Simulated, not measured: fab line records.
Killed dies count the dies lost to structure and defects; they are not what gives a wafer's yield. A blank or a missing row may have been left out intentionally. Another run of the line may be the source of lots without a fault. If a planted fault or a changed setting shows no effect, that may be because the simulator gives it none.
fab line records	flow n5-finfet
record: lots: 8	wafers: 20	last-day: 18
route steps=1938 shown BEOL_M4@1111 BEOL_M5@1149 PASSIVATION@1936
lots that met no fault: from a run of the same line without faults
start-h: the number of hours between the record's first day and the start of the first shown wafer of the lot	wait-h: time in hours since the lot's previous step	" the same as in the row above	L1.1+2: a row that stands for several wafers	- no value present, or no start provided	* or withheld: withheld	< > ~ a bound
route shown NAME@n: names a module that has steps shown in the file, with the first one's number in the route	usual: mean/standard deviation taken from wafers without a fault	same: alike in all rows	chamber/n: place in a boat	sites: per-site readings	_std_site: the values' standard deviation	_edge_site: inner sites' mean taken away from outer sites' mean	radius-mm: for every site, how far away it sits from the centre of the wafer	mask NAME#n: copy n	behind: the most recent tool/chamber to have shaped the wafer	hold: the reason the lot was held/the length of the hold in hours/how it ended	device: transistor that didn't switch, given as n, p or np	end of line: at the end of the route, the tests of the same wafers	step lacking rows: just its recipe	killed: not the wafer's yield, but the dies lost to structure and defects at the first sort	map: shows each die of a wafer: x if killed, . if not, _ if none is there
set.NAME: the setting as run; set.NAME@STEP: as run at that earlier step	model.NAME: the simulator's own value behind a step, which no gauge read
route steps across a sampled set of lots; one table per step, one row per wafer
services: from which hour (start-h, from the record's first day; less than 0 if before it) a tool's chamber was out of use, for how many hours, and why
== steps ==
step: N5_BEOL_M4_RC_MEAS_101
usual: DIBL_N: 36.0/2.5	DIBL_P: 36.2/3	IOFF_N: 0.16/0.044	IOFF_P: 0.21/0.049	ION_N: 671/15	ION_P: 461/8.7	SS_N: 71.5/0.72	SS_P: 73.4/0.9	VT_N: 251/4.4	VT_P: -250/4
lot.wafer	tool	chamber	start-h	wait-h	DIBL_N[mV/V]	DIBL_P[mV/V]	IOFF_N[nA/um]	IOFF_P[nA/um]	ION_N[uA/um]	ION_P[uA/um]	SS_N[mV/dec]	SS_P[mV/dec]	VT_N[mV]	VT_P[mV]
L860.1	prober-02	0	189.25	0.6	34.6	36.4	0.13	0.19	652	449	71.9	73.2	254	-252
L860.3	"	0	"	"	33.6	35.3	0.13	0.17	660	452	71.7	73.2	253	-253
L860.5	"	0	"	"	33.5	35.5	0.13	0.18	652	447	72.0	73.0	254	-255
L861.1	prober-01	0	189.85	0.8	39.1	39.3	0.23	0.27	683	463	73.2	74.2	247	-246
L861.4	"	0	"	"	36.2	36.5	0.17	0.23	688	468	71.3	73.4	248	-248
L861.6	"	0	"	"	35.8	34.4	0.16	0.20	659	451	71.9	73.2	249	-248
L866.2	prober-02	0	223.72	0.2	38.8	38.6	0.19	0.23	683	460	71.1	73.7	248	-249
L866.5	"	0	"	"	36.0	35.6	0.14	0.19	663	460	71.0	72.6	255	-251
L869.1	prober-02	0	244.31	0.0	35.8	35.0	0.13	0.19	662	459	71.5	73.2	253	-253
L869.4	"	0	"	"	38.2	37.5	0.17	0.22	672	463	72.1	73.5	249	-247
L870.1	prober-02	0	251.89	0.0	36.6	36.2	0.16	0.21	666	452	71.6	73.5	252	-250
L870.2	"	0	"	"	38.0	37.7	0.18	0.22	680	460	71.9	74.1	249	-253
L875.1	prober-02	0	271.01	0.0	37.8	37.9	0.20	0.22	691	461	71.4	74.0	245	-252
L875.3	"	0	"	"	34.2	32.6	0.12	0.15	660	448	71.2	72.5	254	-254
L875.6	"	0	"	"	38.7	38.6	0.23	0.25	700	463	72.4	74.3	243	-251
L873.1	prober-01	0	276.68	0.0	34.6	35.0	0.12	0.17	659	452	70.8	72.6	257	-250
L873.4	"	0	"	"	38.4	39.2	0.19	0.25	686	464	71.7	74.5	248	-249
L873.5	"	0	"	"	39.2	41.3	0.21	0.28	685	466	72.1	73.9	247	-249
L882.2	prober-02	0	318.85	0.2	37.1	38.2	0.17	0.21	685	470	71.1	74.5	253	-253
L882.5	"	0	"	"	34.0	34.5	0.12	0.16	675	460	70.8	73.5	252	-258
step: N5_BEOL_M5_OVL_MEAS_29
recipe: points-per-wafer: 522
usual: V4_OVL: 0.1/0.65
lot.wafer	tool	chamber	start-h	wait-h	V4_OVL[nm]
L860.1	overlay-02	0	193.41	0.0	0.2
L860.3	"	0	"	"	-0.1
L860.5	"	0	"	"	-0.4
L861.1	overlay-02	0	193.61	0.0	0.8
L861.4	"	0	"	"	-0.6
L861.6	"	0	"	"	-0.3
L866.2	overlay-02	0	231.72	0.0	-0.8
L866.5	"	0	"	"	0.6
L869.1	overlay-01	0	248.69	0.0	-0.3
L869.4	"	0	"	"	-0.1
L870.1	overlay-02	0	256.03	0.0	0.0
L870.2	"	0	"	"	0.2
L875.1	overlay-02	0	275.09	0.0	0.6
L875.3	"	0	"	"	-0.5
L875.6	"	0	"	"	0.7
L873.1	overlay-01	0	284.85	0.0	0.1
L873.4	"	0	"	"	1.0
L873.5	"	0	"	"	1.1
L882.2	overlay-01	0	323.40	0.0	-0.1
L882.5	"	0	"	"	-0.2
step: N5_BEOL_M5_DESCUM_33
recipe: chemistry: O2	time-s: 7	source-power-w: 50	bias-power-w: 20	pressure-mtorr: 20	rf-frequency-hz: 2.712e+07	temp-c: 40	resist: CAR-EUV	o2-flow-sccm: 225
usual: drypump-motor-current-A: 5.7/0.45	oes-product-au: 0.80/0.084	rf-vpp-V: 243.3/1.2	showerhead-plenum-p-Torr: 2.10/0.067	temp-c: 40.00/0.1	throttle-valve-pct: 20.48/0.21
lot.wafer	tool	chamber	start-h	wait-h	drypump-motor-current-A	oes-product-au	rf-hours-counter-h	rf-vpp-V	showerhead-plenum-p-Torr	temp-c	throttle-valve-pct
L860.1	rie-diel-06	1	193.50	0.0	5.7	0.75	176	243.2	2.08	39.87	20.60
L860.3	"	2	"	"	6.1	0.68	222	243.7	2.06	40.07	20.47
L860.5	"	3	"	"	6.2	0.89	-	244.9	2.12	40.08	20.23
L861.1	rie-diel-06	3	194.00	0.3	6.2	0.89	37	243.3	2.12	39.86	20.26
L861.4	"	2	"	"	6.1	0.69	222	243.0	2.06	39.94	20.48
L861.6	"	2	"	"	6.1	0.69	-	243.1	2.06	39.89	20.48
L866.2	rie-diel-06	1	231.81	0.0	5.7	0.74	189	242.7	2.07	40.20	20.62
L866.5	"	1	"	"	5.7	0.75	-	243.5	2.07	39.94	20.63
L869.1	rie-diel-06	2	248.85	0.1	6.0	0.66	241	244.1	2.05	40.07	20.50
L869.4	"	1	"	"	5.7	0.74	196	242.8	2.07	40.02	20.63
L870.1	rie-diel-06	2	256.31	0.2	6.0	0.67	245	242.6	2.05	40.13	20.53
L870.2	"	3	"	"	6.2	0.85	61	242.8	2.11	39.90	20.31
L875.1	rie-diel-04	0	275.31	0.2	5.9	0.70	216	242.6	2.08	39.95	20.80
L875.3	"	1	"	"	5.2	0.68	235	243.3	2.06	39.95	20.40
L875.6	"	3	"	"	5.2	0.82	-	241.7	2.05	40.32	20.59
L873.1	rie-diel-03	0	285.18	0.3	5.1	0.70	224	242.9	2.06	40.05	20.47
L873.4	"	1	"	"	5.3	0.85	47	245.9	2.23	39.84	20.55
L873.5	"	1	"	"	5.3	0.85	-	245.4	2.23	39.95	20.54
L882.2	rie-diel-03	3	323.82	0.4	6.4	0.84	92	244.1	2.12	40.00	20.72
L882.5	"	3	"	"	6.3	0.84	-	243.3	2.13	40.06	20.74
step: N5_BEOL_M5_STRIP_36
recipe: chemistry: N2/H2	power-w: 450	temp-c: 40	pressure-mtorr: 20	rf-frequency-hz: 6e+07	overash-fraction: 0.3	bias-power-w: 7	h2-frac: 0.5	n2-flow-sccm: 200	h2-flow-sccm: 200
usual: drypump-motor-current-A: 5.7/0.45	oes-product-au: 0.80/0.084	power-w: 449.9/1.4	rf-vpp-V: 58.9/1.4	showerhead-plenum-p-Torr: 2.55/0.078	temp-c: 40.00/0.12	throttle-valve-pct: 23.8/0.42
lot.wafer	tool	chamber	start-h	wait-h	drypump-motor-current-A	oes-product-au	power-w	rf-hours-counter-h	rf-vpp-V	showerhead-plenum-p-Torr	temp-c	throttle-valve-pct
L860.1	rie-diel-06	1	193.72	0.0	5.7	0.75	449.3	176	59.1	2.53	39.94	23.8
L860.3	"	2	"	"	6.0	0.69	451.7	222	57.8	2.50	39.96	23.4
L860.5	"	3	"	"	6.2	0.89	449.2	-	59.4	2.59	40.12	23.8
L861.1	rie-diel-06	3	194.22	0.0	6.2	0.89	449.7	37	60.5	2.59	39.94	23.8
L861.4	"	2	"	"	6.0	0.69	450.2	222	59.2	2.50	40.19	23.5
L861.6	"	2	"	"	6.0	0.68	448.8	-	61.0	2.50	40.38	23.4
L866.2	rie-diel-06	1	232.03	0.0	5.7	0.75	448.9	189	56.9	2.52	40.11	23.8
L866.5	"	1	"	"	5.7	0.75	450.8	-	58.6	2.52	40.07	23.8
L869.1	rie-diel-06	2	249.08	0.0	6.0	0.67	449.1	242	56.9	2.49	39.90	23.5
L869.4	"	1	"	"	5.7	0.75	449.6	197	58.6	2.52	40.15	23.8
L870.1	rie-diel-06	2	256.54	0.0	6.1	0.68	446.8	245	59.7	2.49	39.98	23.5
L870.2	"	3	"	"	6.2	0.87	450.5	61	59.6	2.58	40.18	23.8
L875.1	rie-diel-04	0	275.53	0.0	5.9	0.70	449.1	216	57.5	2.53	40.12	24.1
L875.3	"	1	"	"	5.2	0.70	449.3	235	57.2	2.49	39.92	23.5
L875.6	"	3	"	"	5.2	0.81	449.1	-	57.1	2.47	40.07	23.8
L873.1	rie-diel-03	0	285.41	0.0	5.1	0.69	448.8	224	60.0	2.53	39.94	23.9
L873.4	"	1	"	"	5.4	0.85	449.7	48	58.4	2.68	40.09	23.6
L873.5	"	1	"	"	5.4	0.85	447.9	-	59.8	2.68	39.97	23.6
L882.2	rie-diel-03	3	324.16	0.0	6.3	0.85	449.5	92	62.3	2.60	39.87	24.6
L882.5	"	3	"	"	6.4	0.84	450.5	-	60.1	2.60	40.07	24.6
step: N5_BEOL_M5_TRENCH_ETCH_37
recipe: chemistry: C4F6/O2	target-depth-a: 716.52	target: SiCOH_lowk	time-s: 24.7	ion-energy-ev: 250	pressure-mtorr: 30	source-w: 345	bias-w: 185	Ar_flow_sccm: 300	C4F6_flow_sccm: 10	O2_flow_sccm: 10
usual: drypump-motor-current-A: 5.7/0.45	oes-product-au: 0.79/0.085	rf-vpp-V: 675/28	run-length-s: 48.1/0.39	showerhead-plenum-p-Torr: 2.85/0.09	throttle-valve-pct: 20.99/0.2
lot.wafer	tool	chamber	start-h	wait-h	drypump-motor-current-A	oes-product-au	rf-hours-counter-h	rf-vpp-V	run-length-s	showerhead-plenum-p-Torr	throttle-valve-pct
L860.1	rie-diel-06	1	193.76	-	5.7	0.74	176	716	47.7	2.80	20.94
L860.3	"	2	"	"	6.1	0.68	222	652	48.1	2.79	20.95
L860.5	"	3	"	"	6.2	0.87	-	677	47.1	2.92	20.93
L861.1	rie-diel-06	3	194.26	-	6.2	0.87	37	678	47.6	2.92	20.94
L861.4	"	2	"	"	6.0	0.69	222	653	48.5	2.79	20.95
L861.6	"	2	"	"	6.0	0.69	-	654	48.1	2.79	20.97
L866.2	rie-diel-06	1	232.07	-	5.7	0.74	189	713	34.1	2.80	20.98
L866.5	"	1	"	"	5.7	0.74	-	714	47.5	2.80	20.96
L869.1	rie-diel-06	2	249.12	-	6.0	0.68	242	652	34.0	2.78	20.98
L869.4	"	1	"	"	5.7	0.72	197	715	47.7	2.79	20.97
L870.1	rie-diel-06	2	256.58	-	6.1	0.67	245	651	34.3	2.78	21.00
L870.2	"	3	"	"	6.2	0.82	61	680	33.3	2.91	20.98
L875.1	rie-diel-04	0	275.57	-	5.9	0.70	216	641	48.6	2.80	21.14
L875.3	"	1	"	"	5.2	0.69	235	645	48.4	2.81	20.94
L875.6	"	3	"	"	5.2	0.82	-	646	47.8	2.76	20.87
L873.1	rie-diel-03	0	285.45	-	5.1	0.70	224	713	48.8	2.84	21.13
L873.4	"	1	"	"	5.4	0.85	48	720	47.9	3.02	21.06
L873.5	"	1	"	"	5.4	0.85	-	719	47.8	3.02	21.04
L882.2	rie-diel-03	3	324.22	-	6.4	0.84	92	659	48.3	2.90	21.31
L882.5	"	3	"	"	6.3	0.84	-	659	48.4	2.90	21.33
step: N5_BEOL_M5_OCD_MEAS_38
usual: trench-depth-nm: 71.1/2
lot.wafer	tool	chamber	start-h	wait-h	trench-depth-nm
L860.1	ocd-02	-	193.92	-	71.3
L860.3	"	-	"	"	68.7
L860.5	"	-	"	"	71.7
L861.1	ocd-01	-	194.41	-	72.4
L861.4	"	-	"	"	69.6
L861.6	"	-	"	"	69.7
L866.2	ocd-01	-	232.23	-	32.1
L866.5	"	-	"	"	73.7
L869.1	ocd-01	-	249.27	-	29.9
L869.4	"	-	"	"	72.3
L870.1	ocd-01	-	256.73	-	30.5
L870.2	"	-	"	"	30.4
L875.1	ocd-02	-	275.72	-	71.0
L875.3	"	-	"	"	70.7
L875.6	"	-	"	"	69.5
L873.1	ocd-01	-	285.60	-	71.1
L873.4	"	-	"	"	70.3
L873.5	"	-	"	"	70.5
L882.2	ocd-02	-	324.43	-	73.9
L882.5	"	-	"	"	74.0
step: N5_BEOL_M5_THK_MEAS_53
recipe: thk-meas-gauge: xrf	reads: Cu_of_BEOL_M5_ECD_50
usual: M5_THK: 61.5/2.3
lot.wafer	tool	chamber	start-h	wait-h	M5_THK[nm]
L860.1	film-metro-01	-	200.51	-	62.0
L860.3	"	-	"	"	57.4
L860.5	"	-	"	"	62.5
L861.1	film-metro-01	-	200.99	-	64.3
L861.4	"	-	"	"	57.9
L861.6	"	-	"	"	61.2
L866.2	film-metro-02	-	239.07	-	22.0
L866.5	"	-	"	"	64.4
L869.1	film-metro-01	-	255.87	-	21.1
L869.4	"	-	"	"	62.9
L870.1	film-metro-02	-	263.99	-	19.7
L870.2	"	-	"	"	21.6
L875.1	film-metro-02	-	282.31	-	61.7
L875.3	"	-	"	"	62.3
L875.6	"	-	"	"	61.2
L873.1	film-metro-02	-	293.33	-	59.0
L873.4	"	-	"	"	62.4
L873.5	"	-	"	"	58.7
L882.2	film-metro-02	-	331.49	-	65.2
L882.5	"	-	"	"	64.1
step: N5_BEOL_M5_RS_MEAS_57
recipe: thk-meas-gauge: four-point-probe	reads: Co_of_BEOL_M5_CO_CAP_78+Cu_of_BEOL_M5_ECD_50+Co_of_BEOL_M5_CVD_47+TaN_of_BEOL_M5_ALD_86
usual: M5_RS: 0.393/0.018
lot.wafer	tool	chamber	start-h	wait-h	M5_RS[ohm/sq]
L860.1	film-metro-02	-	200.79	0.0	0.389
L860.3	"	-	"	"	0.427
L860.5	"	-	"	"	0.385
L861.1	film-metro-02	-	201.25	0.0	0.369
L861.4	"	-	"	"	0.416
L861.6	"	-	"	"	0.390
L866.2	film-metro-01	-	239.33	0.1	1.493
L866.5	"	-	"	"	0.369
L869.1	film-metro-02	-	256.13	0.0	1.594
L869.4	"	-	"	"	0.383
L870.1	film-metro-02	-	264.26	0.1	1.761
L870.2	"	-	"	"	1.549
L875.1	film-metro-01	-	282.63	0.0	0.392
L875.3	"	-	"	"	0.391
L875.6	"	-	"	"	0.397
L873.1	film-metro-02	-	293.59	0.0	0.413
L873.4	"	-	"	"	0.385
L873.5	"	-	"	"	0.413
L882.2	film-metro-01	-	331.78	0.1	0.364
L882.5	"	-	"	"	0.373
step: N5_PASSIVATION_PROBE_49
usual: defect-limited-yield: 91.7/1.4	killed_at_M0_to_M3: 31/11	killed_at_M4_up: 13/4.6	killed-at-contacts: 13/6.7	killed-at-front-end: 39/9.6	killed-at-other: 3.5/2.8	killed-dies: 98/16	killed-on-rim: 13/4.2	killed-open: 64/11	killed-short: 33/8.5	sort_bin_5_function: 4.9/0.96	sort_bin_6_memory: 3.1/0.59	sort_bin_8_speed: 0.2/1.3	sort-n-pass: 1080/23	sort-yield-pct: 91.5/1.9
same: gross-dies: 1180	killed-at-back-side: 0	sort_bin_4_leakage[%]: 0
lot.wafer	tool	chamber	start-h	wait-h	defect-limited-yield[%]	killed_at_M0_to_M3	killed_at_M4_up	killed-at-contacts	killed-at-front-end	killed-at-other	killed-dies	killed-on-rim	killed-open	killed-short	sort_bin_5_function[%]	sort_bin_6_memory[%]	sort_bin_8_speed[%]	sort-n-pass	sort-yield-pct[%]
L861.1	prober-01	-	294.73	0.0	94.2	17	9	12	28	3	69	6	46	23	3.4	2.1	0	1111	94.2
L861.4	prober-01	-	294.88	0.2	94.8	22	7	11	18	3	61	11	48	12	3.6	1.5	0	1119	94.8
L861.6	prober-01	-	294.98	0.3	90.9	16	25	22	44	0	107	12	56	50	5.5	3.1	0	1073	90.9
L860.1	prober-01	-	301.86	0.2	92.8	22	16	2	41	4	85	11	65	20	4.4	2.6	0	1095	92.8
L860.3	prober-01	-	301.96	0.3	93.7	20	15	4	29	6	74	15	51	23	3.2	2.8	0	1106	93.7
L860.5	prober-01	-	302.06	0.4	93.0	32	11	3	32	5	83	13	47	35	4.0	2.8	0	1097	93.0
L866.2	prober-02	-	337.81	0.1	1.1	40	1080	10	36	1	1167	147	58	37	95.2	3.5	0	13	1.1
L866.5	prober-02	-	337.96	0.2	91.4	35	7	13	44	3	102	9	54	46	5.7	2.5	0	1078	91.4
L869.1	prober-01	-	343.61	0.0	1.0	33	1099	4	29	3	1168	149	47	31	96.5	2.3	0	12	1.0
L869.4	prober-01	-	343.76	0.2	90.2	50	15	7	39	5	116	12	77	39	5.7	3.6	0	1064	90.2
L870.1	prober-01	-	347.89	0.0	0	27	1113	7	24	9	1180	152	58	21	97.1	2.6	0	0	0
L870.2	prober-01	-	347.94	0.1	0.5	28	1095	11	32	8	1174	150	60	23	97.0	2.3	0	6	0.5
L875.1	prober-02	-	377.50	0.0	91.3	48	5	8	41	1	103	15	60	42	4.7	3.3	0.1	1077	91.3
L875.3	prober-02	-	377.60	0.1	92.5	27	5	3	44	10	89	10	56	33	4.7	2.4	0	1091	92.5
L875.6	prober-02	-	377.75	0.3	92.4	36	5	14	32	3	90	9	63	25	4.8	2.5	0	1090	92.4
L873.1	prober-01	-	377.94	0.0	91.9	31	13	15	33	4	96	14	65	31	4.4	3.4	0	1084	91.9
L873.4	prober-01	-	378.09	0.2	93.0	23	17	17	25	1	83	8	52	30	4.0	2.8	0.1	1097	93.0
L873.5	prober-01	-	378.14	0.2	90.8	42	11	28	27	0	108	16	67	41	5.0	3.7	0	1072	90.8
L882.2	prober-01	-	422.93	0.1	91.5	24	12	18	40	6	100	10	69	31	4.5	3.7	0	1080	91.5
L882.5	prober-01	-	423.08	0.2	90.3	36	21	23	32	3	115	13	70	45	6.2	3.1	0	1065	90.3
killed by level:class
L861.1 MOL_CONTACT_COAG:geometric-particle:open=8 FIN_SAQP:geometric-particle:short=5 GATE_CUT:geometric-particle:open=5 BEOL_M1:geometric-particle:open=5 GATE_CUT:geometric-particle:short=4 MOL_CONTACT_COAG:geometric-particle:short=4 BEOL_M0_SAQP:geometric-particle:open=4 BEOL_M0:geometric-particle:open=4
L861.4 BEOL_M2:geometric-particle:open=11 MOL_CONTACT_COAG:geometric-particle:open=9 FIN_SAQP:geometric-particle:open=4 STI_FIN_REVEAL:geometric-particle:open=4 GATE_CUT:geometric-particle:open=4 BEOL_M0:geometric-particle:open=3 BEOL_M6:geometric-particle:open=2 BEOL_M1:geometric-particle:short=2
L861.6 FIN_SAQP:geometric-particle:short=15 MOL_CONTACT_COAG:geometric-particle:open=15 GATE_CUT:geometric-particle:short=7 MOL_CONTACT_COAG:geometric-particle:short=6 BEOL_M4:geometric-particle:open=5 BEOL_M5:geometric-particle:open=5 STARTING-WAFER:geometric-particle:short=5 BEOL_M1:geometric-particle:open=4
L860.1 STI_FIN_REVEAL:geometric-particle:open=19 BEOL_M1:geometric-particle:open=9 BEOL_M4:geometric-particle:open=5 DUMMY_GATE:geometric-particle:open=4 GATE_CUT:geometric-particle:short=4 BEOL_M8:geometric-particle:open=4 BEOL_M0_SAQP:geometric-particle:open=4 STARTING-WAFER:geometric-particle:short=4
L860.3 STI_FIN_REVEAL:geometric-particle:open=10 BEOL_M1:geometric-particle:open=7 BEOL_M4:geometric-particle:open=5 FIN_SAQP:geometric-particle:short=4 STI_FIN_REVEAL:geometric-particle:short=3 MOL_CONTACT_COAG:geometric-particle:open=3 BEOL_M2:geometric-particle:open=3 FIN_SAQP:geometric-particle:open=2
L860.5 STI_FIN_REVEAL:geometric-particle:open=13 BEOL_M0_SAQP:geometric-particle:short=8 FIN_SAQP:geometric-particle:short=5 BEOL_M0_SAQP:geometric-particle:open=5 BEOL_M1:geometric-particle:open=5 BEOL_M1:geometric-particle:short=4 BEOL_M2:geometric-particle:open=4 GATE_CUT:geometric-particle:short=3
L866.2 BEOL_M5:area-ecd=1070 FIN_SAQP:geometric-particle:open=9 BEOL_M3:geometric-particle:open=7 MOL_CONTACT_COAG:geometric-particle:open=6 BEOL_M0_SAQP:geometric-particle:short=6 BEOL_M0_SAQP:geometric-particle:open=5 GATE_CUT:geometric-particle:open=5 BEOL_M0:geometric-particle:open=5
L866.5 BEOL_M0_SAQP:geometric-particle:short=16 FIN_SAQP:geometric-particle:open=10 STI_FIN_REVEAL:geometric-particle:open=9 MOL_CONTACT_COAG:geometric-particle:open=9 FIN_SAQP:geometric-particle:short=7 BEOL_M0_SAQP:geometric-particle:open=7 BEOL_M4:geometric-particle:open=5 MOL_CONTACT_COAG:geometric-particle:short=4
L869.1 BEOL_M5:area-ecd=1090 BEOL_M0_SAQP:geometric-particle:open=10 FIN_SAQP:geometric-particle:open=9 BEOL_M0_SAQP:geometric-particle:short=7 BEOL_M1:geometric-particle:open=6 BEOL_M3:geometric-particle:short=6 FIN_SAQP:geometric-particle:short=5 STARTING-WAFER:geometric-particle:short=4
L869.4 FIN_SAQP:geometric-particle:open=21 BEOL_M0_SAQP:geometric-particle:open=17 BEOL_M0_SAQP:geometric-particle:short=12 FIN_SAQP:geometric-particle:short=11 BEOL_M2:geometric-particle:open=7 BEOL_M4:geometric-particle:open=7 MOL_CONTACT_COAG:geometric-particle:open=6 BEOL_M1:geometric-particle:open=5
L870.1 BEOL_M5:area-ecd=1098 BEOL_M3:geometric-particle:open=9 BEOL_M4:geometric-particle:open=8 STI_FIN_REVEAL:geometric-particle:open=6 DUMMY_GATE:geometric-particle:open=6 FIN_SAQP:geometric-particle:open=5 MOL_CONTACT_COAG:geometric-particle:open=5 BEOL_M1:geometric-particle:open=5
L870.2 BEOL_M5:area-ecd=1089 MOL_CONTACT_COAG:geometric-particle:open=9 STI_FIN_REVEAL:geometric-particle:open=7 BEOL_M3:geometric-particle:open=7 FIN_SAQP:geometric-particle:open=6 DUMMY_GATE:geometric-particle:open=6 BEOL_M0_SAQP:geometric-particle:short=6 GATE_CUT:geometric-particle:short=5
L875.1 BEOL_M0_SAQP:geometric-particle:short=12 BEOL_M1:geometric-particle:open=10 BEOL_M2:geometric-particle:open=9 MOL_CONTACT_COAG:geometric-particle:open=8 BEOL_M0_SAQP:geometric-particle:open=8 GATE_CUT:geometric-particle:short=7 STI_FIN_REVEAL:geometric-particle:open=5 STARTING-WAFER:geometric-particle:short=5
L875.3 GATE_CUT:geometric-particle:short=12 STI_FIN_REVEAL:geometric-particle:open=7 BEOL_M3:geometric-particle:open=6 BEOL_M0_SAQP:geometric-particle:short=6 FIN_SAQP:geometric-particle:open=5 DUMMY_GATE:geometric-particle:open=5 GATE_CUT:geometric-particle:open=5 PAD_METAL:geometric-particle:open=5
L875.6 MOL_CONTACT_COAG:geometric-particle:open=12 BEOL_M0_SAQP:geometric-particle:open=11 BEOL_M0_SAQP:geometric-particle:short=9 STI_FIN_REVEAL:geometric-particle:open=7 DUMMY_GATE:geometric-particle:open=5 BEOL_M1:geometric-particle:open=5 BEOL_M3:geometric-particle:open=5 FIN_SAQP:geometric-particle:open=4
L873.1 BEOL_M2:geometric-particle:open=16 MOL_CONTACT_COAG:geometric-particle:open=14 FIN_SAQP:geometric-particle:open=7 FIN_SAQP:geometric-particle:short=6 DUMMY_GATE:geometric-particle:open=6 BEOL_M4:geometric-particle:open=6 GATE_CUT:geometric-particle:short=5 BEOL_M0_SAQP:geometric-particle:short=5
L873.4 MOL_CONTACT_COAG:geometric-particle:open=11 BEOL_M0_SAQP:geometric-particle:short=8 BEOL_M4:geometric-particle:open=7 MOL_CONTACT_COAG:geometric-particle:short=6 STI_FIN_REVEAL:geometric-particle:open=5 DUMMY_GATE:geometric-particle:open=3 GATE_CUT:geometric-particle:short=3 BEOL_M0_SAQP:geometric-particle:open=3
L873.5 MOL_CONTACT_COAG:geometric-particle:open=21 FIN_SAQP:geometric-particle:short=14 BEOL_M2:geometric-particle:open=14 BEOL_M0_SAQP:geometric-particle:open=8 MOL_CONTACT_COAG:geometric-particle:short=7 BEOL_M0_SAQP:geometric-particle:short=7 BEOL_M1:geometric-particle:open=5 BEOL_M4:geometric-particle:open=5
L882.2 STI_FIN_REVEAL:geometric-particle:open=19 MOL_CONTACT_COAG:geometric-particle:open=13 BEOL_M0_SAQP:geometric-particle:short=6 FIN_SAQP:geometric-particle:open=5 MOL_CONTACT_COAG:geometric-particle:short=5 BEOL_M2:geometric-particle:open=5 BEOL_M4:geometric-particle:open=5 STI_FIN_REVEAL:geometric-particle:short=4
L882.5 MOL_CONTACT_COAG:geometric-particle:open=18 BEOL_M0_SAQP:geometric-particle:open=10 BEOL_M4:geometric-particle:open=9 FIN_SAQP:geometric-particle:short=7 STI_FIN_REVEAL:geometric-particle:open=7 BEOL_M0_SAQP:geometric-particle:short=7 BEOL_M1:geometric-particle:open=7 MOL_CONTACT_COAG:geometric-particle:short=5
== services ==
tool	chamber	start-h	hours	kind
rie-diel-04	-	188.17	14.6	pm
rie-diel-03	-	239.00	15.6	pm
rie-diel-04	2	254.55	-	clean
rie-diel-04	2	254.55	-	consumable-replace:focus-ring
rie-diel-04	2	254.55	-	consumable-replace:showerhead
rie-diel-04	2	254.55	11.3	scheduled-down
rie-diel-04	2	254.55	11.3	vent-cycle
rie-diel-06	0	267.66	4.5	repair
rie-diel-06	2	272.21	-	clean
rie-diel-06	2	272.21	-	consumable-replace:focus-ring
rie-diel-06	2	272.21	23.9	scheduled-down
rie-diel-06	2	272.21	23.9	vent-cycle
rie-diel-04	3	278.44	4.5	repair
rie-diel-03	2	296.51	115.9	repair
rie-diel-04	3	296.85	3.5	repair
== key ==
first-sign: step: N5_BEOL_M5_TRENCH_ETCH_37	reading: run-length-s	direction: down	sigmas: 36	usual: *	struck: *
effect: step: N5_BEOL_M5_OCD_MEAS_38	reading: trench-depth-nm	direction: down	sigmas: 21	usual: 71.1	struck: 30.8
effect: step: N5_BEOL_M5_THK_MEAS_53	reading: M5_THK	direction: down	sigmas: 18	usual: 61.5	struck: 21.1
effect: step: N5_BEOL_M5_RS_MEAS_57	reading: M5_RS	direction: up	sigmas: 67	usual: 0.393	struck: 1.599
effect: step: N5_PASSIVATION_PROBE_49	reading: killed_at_M4_up	direction: up	sigmas: 99+	usual: 13	struck: 1097
more-kills-born-at: N5_BEOL_M5_ECD_50@ecd-cu-01: 3277	N5_BEOL_M5_ECD_50@ecd-cu-02: 1070
met-at N5_BEOL_M5_TRENCH_ETCH_37
struck-lots L866,L869,L870
struck-wafers L866.2,L869.1,L870.1,L870.2
later-rows-left-out L866.2,L869.1,L870.1,L870.2
not-acting-at N5_BEOL_M5_OVL_MEAS_29,N5_BEOL_M5_DESCUM_33,N5_BEOL_M5_STRIP_36
onset-between 194.26 232.07
fault: kind: process-parameter-drift	tool: rie-diel-06	chamber: -	onset-h: 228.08	steps: N5_BEOL_M5_TRENCH_ETCH_37	channel: time-s	offset: *	shape: step	end-h: 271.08	scope: struck-wafers-only	acts-in: *	stated: *
later-rows-left-out: the simulator's readings of these wafers behind a module that went badly wrong aren't trusted and aren't shown, but for the sort
